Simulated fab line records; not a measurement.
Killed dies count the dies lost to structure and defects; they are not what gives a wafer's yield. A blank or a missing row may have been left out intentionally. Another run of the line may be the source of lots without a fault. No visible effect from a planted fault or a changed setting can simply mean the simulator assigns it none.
Matching of chambers | flow n5-finfet | 4 sister chambers for N5_GATE_CUT_SAC_CAP_01 on ald-sin-04
The step material SiNx, target thk 24 nm, pulse time 1 s, ald cycles 480. 20 wafers are shown with their chamber, then 10 later ones without.

== WAFERS PAIRED WITH THEIR CHAMBERS ==
wafer  | chamber | heater-power-w (W) | precursor-pulse-height-rel
L080.2 | 1       | 704                | 0.967
L080.5 | 1       | 725                | 1.008
L080.6 | 2       | 803                | 1.012
L082.1 | 3       | 710                | 0.981
L082.3 | 1       | 709                | 0.982
L082.5 | 2       | 815                | 0.997
L083.2 | 2       | 800                | 0.980
L083.5 | 2       | 808                | 0.993
L083.6 | 3       | 708                | 1.014
L086.3 | 2       | 805                | 1.003
L086.4 | 0       | 824                | 0.980
L086.5 | 1       | 724                | 1.027
L087.1 | 3       | 733                | 0.988
L087.4 | 1       | 720                | 1.023
L087.5 | 0       | 836                | 0.993
L088.2 | 3       | 690                | 1.020
L088.3 | 1       | 725                | 1.004
L088.5 | 1       | 735                | 1.019
L089.1 | 0       | 844                | 1.043
L089.2 | 3       | 734                | 1.013

SIGNATURES (averages over the wafers above)
reading                    | chamber 0 | chamber 1 | chamber 2 | chamber 3 | scatter within a chamber
heater-power-w             | 834.67    | 720.29    | 806.20    | 715.00    | 12.2
precursor-pulse-height-rel | 1.00533   | 1.00429   | 0.99700   | 1.00320   | 0.0209
Rule: a wafer lies at a distance from a chamber equal to the root of the sum of squares, over the readings, of (its reading less the chamber's mean, divided by the reading's scatter). The wafer belongs to the nearest chamber; if the next one is less than 2 further off, it can't be placed. The scatter: the root of (the sum of the squares of (reading less its chamber's mean) over the shown wafers, divided by (wafers less chambers)).

== WAFERS WITH NO CHAMBER GIVEN ==
wafer  | heater-power-w (W) | precursor-pulse-height-rel
L089.4 | 777                | 1.003
L090.1 | 733                | 1.001
L090.2 | 855                | 1.001
L090.3 | 745                | 1.011
L093.1 | 810                | 0.973
L093.4 | 740                | 0.993
L093.6 | 798                | 1.048
L094.1 | 836                | 1.004
L094.2 | 813                | 1.026
L094.3 | 739                | 0.992

== THE CHAMBER EACH PASSED THROUGH ==
wafer  | from the rows above     | in truth
L089.4 | 2                       | 2
L090.1 | can't be placed: 1 or 3 | 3
L090.2 | 0                       | 0
L090.3 | can't be placed: 1 or 3 | 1
L093.1 | can't be placed: 2 or 0 | 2
L093.4 | can't be placed: 1 or 3 | 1
L093.6 | can't be placed: 2 or 0 | 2
L094.1 | 0                       | 0
L094.2 | can't be placed: 2 or 0 | 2
L094.3 | can't be placed: 1 or 3 | 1
Placed correctly: 3 of 10. Cannot be placed on the basis of these rows: 7; the candidates contain the true chamber in 7. Number placed wrongly: 0.
